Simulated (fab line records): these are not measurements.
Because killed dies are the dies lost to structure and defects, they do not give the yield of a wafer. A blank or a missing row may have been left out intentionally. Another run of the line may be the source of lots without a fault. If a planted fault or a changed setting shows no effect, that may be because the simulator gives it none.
The tool behind it: which one? ; flow n5_finfet ; 9 lots, 26 wafers sampled, at 7 steps of a route of 1938

== WHAT EACH GAUGE READ, for each wafer ==
N5_DUMMY_GATE_CD_MEAS_50: the cd target is 14 nm.
lot;measured;on;cd_nm (nm)
L121;day 2 23:37;cd_sem-03;13.60 14.11 13.98
L122;day 3 04:53;cd_sem-03;14.07 14.25
L128;day 4 18:47;cd_sem-01;13.66 13.69 13.65
L135;day 6 12:20;cd_sem-02;14.17 14.25 13.67
L136;day 6 17:51;cd_sem-03;14.34 13.66 13.78
L140;day 7 19:09;cd_sem-03;14.22 14.08 14.05
L141;day 8 01:10;cd_sem-01;13.94 13.85 13.80
L143;day 8 12:38;cd_sem-03;14.20 14.22 13.77
L144;day 8 20:22;cd_sem-03;14.32 13.64 13.95

N5_SD_EPI_N_EPI_MEAS_23.
lot;measured;on;thk_nm (nm)
L121;day 3 04:46;film_metro-01;57.8 57.2 59.2
L122;day 3 11:23;film_metro-02;58.4 60.0
L128;day 5 02:11;film_metro-02;59.3 59.5 57.3
L135;day 6 17:38;film_metro-01;66.6 65.8 66.8
L136;day 6 23:30;film_metro-01;68.2 65.6 66.3
L140;day 8 01:41;film_metro-02;59.2 58.0 58.3
L141;day 8 07:02;film_metro-01;62.1 60.1 60.4
L143;day 8 18:23;film_metro-02;58.2 59.7 58.3
L144;day 9 02:56;film_metro-01;61.6 60.2 61.2

N5_SD_ACTIVATION_RS_MEAS_03: uses a four-point probe to measure.
lot;measured;on;RS_SD_N (ohm/sq);RS_SD_P (ohm/sq)
L121;day 3 09:54;film_metro-01;22.02 22.37 21.85;56.1 57.2 57.0
L122;day 3 17:04;film_metro-02;21.64 21.80;56.5 55.9
L128;day 5 09:34;film_metro-01;21.96 21.97 22.06;56.1 55.9 55.7
L135;day 6 23:14;film_metro-02;19.48 19.42 19.21;57.0 56.7 57.3
L136;day 7 04:54;film_metro-02;19.37 19.61 19.82;57.7 56.0 56.1
L140;day 8 07:31;film_metro-01;21.75 21.45 21.66;56.6 56.8 56.8
L141;day 8 12:07;film_metro-01;21.77 21.83 21.82;55.5 55.0 55.3
L143;day 9 00:03;film_metro-02;21.83 21.79 21.75;58.0 57.2 57.9
L144;day 9 08:09;film_metro-02;21.22 21.49 21.30;56.0 56.1 56.6

N5_BEOL_M4_RC_MEAS_101.
lot;measured;on;DIBL_N (mV/V);DIBL_P (mV/V);IOFF_N (nA/um);IOFF_P (nA/um);ION_N (uA/um);ION_P (uA/um);RS_SD_N (ohm/sq);SS_N (mV/dec);SS_P (mV/dec);VT_N (mV);VT_P (mV)
L121;day 7 20:04;prober-02;37.4 35.6 36.4;36.9 34.9 33.6;0.164 0.128 0.141;0.21 0.19 0.17;676 659 662;456 454 449;28.5 28.8 28.3;72.0 71.5 71.6;73.4 73.0 72.7;247 251 254;-252 -253 -255
L122;day 8 01:37;prober-01;37.5 36.0;36.4 34.5;0.174 0.149;0.24 0.21;666 667;460 460;28.5 28.7;71.8 71.1;74.0 72.7;251 251;-248 -250
L128;day 9 17:04;prober-02;38.5 37.1 36.1;37.3 36.6 35.6;0.190 0.154 0.140;0.25 0.24 0.23;671 660 665;466 461 467;28.5 28.3 29.0;72.3 72.0 71.3;74.0 73.3 73.6;248 250 250;-244 -245 -242
L135;day 11 04:11;prober-02;34.7 35.0 34.6;34.2 33.5 34.1;0.136 0.136 0.136;0.21 0.19 0.20;670 668 667;469 457 463;25.1 25.4 25.1;71.9 71.2 70.7;72.6 72.5 72.9;250 251 251;-248 -252 -251
L136;day 12 01:01;prober-01;37.8 36.3 35.9;37.4 35.7 34.8;0.195 0.154 0.138;0.20 0.18 0.16;697 684 660;463 461 444;25.0 25.1 25.5;71.6 71.6 71.0;74.1 74.1 72.7;245 250 253;-251 -252 -254
L140;day 13 09:56;prober-01;34.8 36.2 36.8;34.0 35.5 35.9;0.146 0.154 0.174;0.17 0.20 0.21;687 681 699;463 469 468;28.2 28.3 28.3;70.9 71.5 71.2;72.3 73.7 73.0;247 248 247;-252 -250 -250
L141;day 13 13:07;prober-02;35.4 36.8 38.6;35.1 36.5 39.2;0.146 0.159 0.210;0.20 0.22 0.27;695 675 706;478 466 479;28.2 28.5 28.1;71.2 71.7 72.0;72.2 73.2 74.0;249 251 247;-251 -248 -247
L143;day 13 15:26;prober-02;34.6 35.0 37.1;33.6 35.3 37.7;0.128 0.139 0.180;0.19 0.21 0.25;664 657 682;462 458 465;28.5 28.2 28.5;70.7 71.5 71.9;72.0 72.9 74.1;253 253 247;-247 -251 -247
L144;day 13 14:01;prober-01;37.1 37.2 38.8;39.3 38.6 40.2;0.192 0.181 0.234;0.30 0.27 0.31;682 677 687;472 469 468;27.3 27.6 27.5;70.9 72.6 72.1;74.7 73.8 74.1;245 247 244;-242 -246 -242

== WHAT TOOL EACH LOT RAN ON (gives the tool, then ch and the chambers of the sampled wafers, and finally the start) ==
lot;N5_DUMMY_GATE_ETCH_31;N5_SD_EPI_N_STRIP_38;N5_SD_EPI_N_EPI_21
L121;rie_diel-01 ch 0,1,2, day 2 23:40;plasma_asher-01 ch 0,1, day 3 02:10;epi_rpcvd-03 ch 0, day 3 03:20
L122;rie_diel-01 ch 0,3, day 3 04:56;plasma_asher-01 ch 0, day 3 08:46;epi_rpcvd-01 ch 0, day 3 10:12
L128;rie_diel-02 ch 0,1,3, day 4 18:50;plasma_asher-02 ch 0,1, day 4 21:52;epi_rpcvd-02 ch 0, day 4 23:10
L135;rie_diel-05 ch 1,2,3, day 6 12:23;plasma_asher-02 ch 0,1, day 6 14:59;epi_rpcvd-01 ch 0, day 6 16:10
L136;rie_diel-02 ch 0,2, day 6 17:56;plasma_asher-02 ch 0,1, day 6 20:53;epi_rpcvd-01 ch 0, day 6 22:04
L140;rie_diel-02 ch 2,3, day 7 19:19;plasma_asher-02 ch 0,1, day 7 22:19;epi_rpcvd-03 ch 0, day 7 23:25
L141;rie_diel-02 ch 0,2,3, day 8 01:13;plasma_asher-02 ch 0,1, day 8 03:41;epi_rpcvd-03 ch 0, day 8 04:46
L143;rie_diel-05 ch 0,1, day 8 12:41;plasma_asher-02 ch 0,1, day 8 15:44;epi_rpcvd-02 ch 0, day 8 16:57
L144;rie_diel-01 ch 0,2,3, day 8 20:25;plasma_asher-02 ch 0,1, day 8 23:34;epi_rpcvd-03 ch 0, day 9 01:01
- N5_DUMMY_GATE_ETCH_31: etches SiO2 in C4F6/O2, target depth 82.5 nm, time 27.5 s.
- N5_SD_EPI_N_STRIP_38: strips in N2/H2.
- N5_SD_EPI_N_EPI_21: deposits Si:P, time 690 s.

== AS READ BY THE TOOLS THEMSELVES (means over the sampled wafers that have a number; for cases with no such wafer, the mark the record gives instead) ==
N5_DUMMY_GATE_ETCH_31.
lot;tool;drypump_motor_current_A (A);oes_ar_750_au (a.u.);oes_product_au (a.u.);rf_vpp_V (V);showerhead_plenum_p_Torr (Torr);throttle_valve_pct (%)
L121;rie_diel-01;6.2;0.86;0.86;673;2.87;21.16
L122;rie_diel-01;5.5;0.78;0.77;664;2.75;21.20
L128;rie_diel-02;5.9;0.74;0.74;664;2.84;21.11
L135;rie_diel-05;5.6;0.72;0.73;665;2.89;21.37
L136;rie_diel-02;5.2;0.75;0.75;667;2.84;20.99
L140;rie_diel-02;5.6;0.72;0.71;666;2.75;21.11
L141;rie_diel-02;5.5;0.73;0.73;665;2.79;21.07
L143;rie_diel-05;5.7;0.76;0.76;682;2.83;21.52
L144;rie_diel-01;5.7;0.74;0.73;674;2.80;21.32

N5_SD_EPI_N_STRIP_38.
lot;tool;drypump_motor_current_A (A);heater_power_w (W);oes_product_au (a.u.)
L121;plasma_asher-01;5.74;301;0.762
L122;plasma_asher-01;5.82;304;0.780
L128;plasma_asher-02;5.84;289;0.774
L135;plasma_asher-02;5.76;285;0.756
L136;plasma_asher-02;5.79;284;0.765
L140;plasma_asher-02;5.85;296;0.766
L141;plasma_asher-02;5.86;296;0.760
L143;plasma_asher-02;5.76;283;0.757
L144;plasma_asher-02;5.84;295;0.756

== THE ANSWER, worked out from the rows above alone ==
Rule: usual is defined by the lots themselves. Put in order of their means at a reading, lots are off if they are a third of the lots or fewer, leave a main group of 4 or more, and stand apart from it by a gap of 3 or more times the standard deviation of the main group's means; of several such gaps the widest counts. The tables above print the reading to a certain number of digits; a main group whose means all agree to those digits is not used. Also off: a lot with no number at a reading for which 4 or more lots have one. All remaining lots with rows at the step are treated as sound. After the gauges, taken in route order, come the tools' own readings; for these a lot's mean is taken, as printed above. The first step at which some lot is off is used, and at that step the reading that is off furthest; a lot without a number counts as furthest.
Off, at N5_SD_EPI_N_EPI_MEAS_23 on thk_nm: L135, L136. For the main group the mean is 59.3 nm and the standard deviation 1.1.
A tool fits if, at a process step before that reading, it ran every lot that is off, and no sound lot after the first of them. The gauges at N5_SD_EPI_N_EPI_MEAS_23 aren't tried: what is off there is off at N5_SD_ACTIVATION_RS_MEAS_03 too, on other tools, and a gauge's error can't cause that. One fits: epi_rpcvd-01 at N5_SD_EPI_N_EPI_21. Its last sound lot is L122 (day 3 10:12), its first lot that is off L135 (day 6 16:10): a fault that began between those two fits.

== WHAT THE SIMULATOR HAD PUT IN ==
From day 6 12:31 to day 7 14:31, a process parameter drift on epi_rpcvd-01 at N5_SD_EPI_N_EPI_21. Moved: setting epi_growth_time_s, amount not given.
Lots struck among those shown: L135, L136. The rule given above showed the same thing.
